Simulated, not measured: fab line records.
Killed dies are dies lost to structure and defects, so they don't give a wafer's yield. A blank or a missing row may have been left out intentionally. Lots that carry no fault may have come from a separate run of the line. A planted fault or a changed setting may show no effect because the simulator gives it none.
One fault through the eyes of 3 desks || flow n5-finfet || every desk sees just its own numbers, and what lay behind them comes last

TOOL OWNER'S DESK, rie-diel-06
The tool's own readings at N5_PASSIVATION_ETCH_54 (etches SiO2 in CHF3/O2, target depth 880 nm, time 440 s): means of the sampled wafers that have a number, for each lot that ran on this tool. A lot is out of limits, marked OUT, if its mean lies more than 4 standard deviations from the usual mean; the brackets give that distance.
Columns: A = drypump-motor-current-A at N5_PASSIVATION_ETCH_54, usual 5.6 A; B = oes-product-au at N5_PASSIVATION_ETCH_54, usual 0.81 a.u.; C = rf-vpp-V at N5_PASSIVATION_ETCH_54, usual 518 V; D = showerhead-plenum-p-Torr at N5_PASSIVATION_ETCH_54, usual 2.38 Torr; E = throttle-valve-pct at N5_PASSIVATION_ETCH_54, usual 18.82 %
{"lot": "L516", "first seen here": "day 13 12:01", "A": 5.8, "B": 0.84, "C": 522, "D": 2.35, "E": 18.81}
{"lot": "L520", "first seen here": "day 15 11:37", "A": 6.0, "B": 0.78, "C": 548, "D": 2.33, "E": 19.01}
{"lot": "L522", "first seen here": "day 15 20:48", "A": 5.8, "B": 0.82, "C": 521, "D": 2.34, "E": 18.85}
This desk's finding: nothing out of limits on any of the 3 lots.

METROLOGY DESK
Means of the sampled wafers that have a number, per lot and without regard to the tool the lot ran on: this is what the gauges read. A lot is out of limits, marked OUT, if its mean lies more than 4 standard deviations from the usual mean; the brackets give that distance.
Columns: A = cd-nm at N5_PASSIVATION_CD_MEAS_44, usual 40002 nm; B = PASS_OPEN_OVL at N5_PASSIVATION_OVL_MEAS_66, usual 0 nm
{"lot": "L513", "first seen here": "day 13 02:17", "A": 40007, "B": -5}
{"lot": "L516", "first seen here": "day 13 11:40", "A": 40003, "B": -0}
{"lot": "L520", "first seen here": "day 15 11:16", "A": 40005, "B": 2}
{"lot": "L522", "first seen here": "day 15 20:27", "A": 40007, "B": -2}
{"lot": "L532", "first seen here": "day 17 16:16", "A": 39997, "B": 2}
{"lot": "L529", "first seen here": "day 17 22:59", "A": 40007, "B": -1}
This desk's finding: nothing out of limits on any of the 6 lots.

THE DEFECT DESK
Counts from the inspections along the route, per lot, as means over the sampled wafers that have a number. A lot is out of limits, marked OUT, if its mean lies more than 4 standard deviations from the usual mean; the brackets give that distance.
Columns: A = raw-defect-count at N5_PASSIVATION_INSPECT_67, usual 2.0
{"lot": "L513", "first seen here": "day 13 02:20", "A": 2.0}
{"lot": "L516", "first seen here": "day 13 11:43", "A": 2.3}
{"lot": "L520", "first seen here": "day 15 11:20", "A": 2.3}
{"lot": "L522", "first seen here": "day 15 20:31", "A": 1.0}
{"lot": "L532", "first seen here": "day 17 16:19", "A": 2.3}
{"lot": "L529", "first seen here": "day 17 23:02", "A": 3.0}
This desk's finding: nothing out of limits on any of the 6 lots.

BROUGHT TOGETHER
The tool owner's desk saw nothing out of limits.
Nothing out of limits was seen by the metrology desk.
Nothing the defect desk looked at was out of limits.

WHAT THE SIMULATOR HAD INSERTED
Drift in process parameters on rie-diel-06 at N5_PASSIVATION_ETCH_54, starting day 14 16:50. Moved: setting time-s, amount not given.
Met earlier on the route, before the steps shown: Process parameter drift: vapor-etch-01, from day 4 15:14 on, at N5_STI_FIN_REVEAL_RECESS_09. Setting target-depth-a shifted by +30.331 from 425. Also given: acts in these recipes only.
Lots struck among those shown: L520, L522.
